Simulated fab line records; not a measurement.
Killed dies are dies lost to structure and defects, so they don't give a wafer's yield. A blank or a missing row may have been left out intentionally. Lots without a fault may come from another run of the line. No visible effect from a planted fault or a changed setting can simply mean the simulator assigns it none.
A struck lot beside a sound one    flow nand_harc    15 steps out of a route of 1302
Sound: these wafers, L540.2, L540.4, L540.5. Struck: wafers L550.1, L550.3, L550.6. At the end, the cause is stated.
Each step with rows lists, per side, the tool, then ch with its chambers, then its first start. Under that, the readings that differ: sound wafers    struck wafers    difference of the means    sigmas: that difference in standard deviations of wafers without a fault.
alike: readings whose means differ by less than 2 such deviations, and words and numbers that are the same on both sides. not compared: withheld readings, readings that some wafer has no value for, bounds like >300 that may hide the same value, and numbers for which the record gives no deviation and whose values overlap.
A row with sigmas, a row that says differs or no value, or rows on one side alone: a step with any of these is where the two part. Numbers that don't overlap but have no deviation are shown without sigmas and don't part them. Lack of a reading on every wafer of one side parts them only where that side has two or more wafers.

first, 2 steps without rows for these wafers: NHARC_A_CONTACT_STRIP_104 (strips in CF4/CHF3); NHARC_A_CONTACT_STRIP_105 (strips in O2/COS).
NHARC_A_CONTACT_ETCH_106: etches the open film in CF4/O2, target depth 90 nm, overetch 9 nm, time 49.5 s.
  sound on rie_diel-08 ch 1,3, day 22 21:29; struck on rie_diel-08 ch 0,1, day 27 01:29
  alike: chamber_pressure_mTorr, drypump_motor_current_A, oes_o_777_au, oes_product_au, rf_vpp_V, showerhead_plenum_p_Torr, throttle_valve_pct
  not compared: rf_hours_counter_h
NHARC_A_CONTACT_STRIP_82: strips in O2.
  sound on rie_diel-08 ch 0,2; struck on rie_diel-08 ch 2,3
  alike: chamber_pressure_mTorr, drypump_motor_current_A, oes_product_au, rf_vpp_V, showerhead_plenum_p_Torr, throttle_valve_pct
  not compared: rf_hours_counter_h
then, 1 step without rows for these wafers: NHARC_A_CONTACT_STRIP_83 (strips in post etch residue remover, time 600 s).
NHARC_A_CONTACT_DEP_84: deposits aC, target thk 2800 nm.
  sound on acl_dep-02 ch 0, day 22 22:26; struck on acl_dep-01 ch 0, day 27 02:26
  alike: susceptor_temp_C, throttle_valve_pct
NHARC_A_CONTACT_DEP_85: deposits SiON, target thk 60 nm.
  sound on pecvd-02 ch 0,2, day 22 23:57; struck on pecvd-01 ch 0,1, day 27 04:12
  alike: heater_power_w, susceptor_temp_C
then, 5 steps without rows for these wafers: NHARC_A_CONTACT_DEHYDRATE_00 (time 120 s); NHARC_A_CONTACT_HMDS_01 (time 30 s); NHARC_A_CONTACT_COAT_86 (time 75 s); NHARC_A_CONTACT_COAT_87 (time 65 s); NHARC_A_CONTACT_COAT_02 (resist thk 90 nm).
NHARC_A_CONTACT_SOFTBAKE_03: time 55 s.
  sound on litho_track-01 ch 0, day 23 00:00; struck on litho_track-01 ch 0, day 27 04:00
reading                   sound                 struck                difference  sigmas
heater_power_total_W (W)  188.30 188.48 188.35  190.17 190.09 189.95  +1.69       +13
after that, 1 step had no rows for these wafers: NHARC_A_CONTACT_EBR_04.
NHARC_END_SORT_01:
  the record has rows for the sound wafers here (prober-01 ch 0, day 25 04:49) and none for the struck ones

== WHERE THEY PART ==
Last at NHARC_END_SORT_01 as far as this record goes, first at NHARC_A_CONTACT_SOFTBAKE_03.

WHY: the cause the simulator had injected
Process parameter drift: litho_track-01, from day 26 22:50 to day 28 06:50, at NHARC_A_CONTACT_SOFTBAKE_03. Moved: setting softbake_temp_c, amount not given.
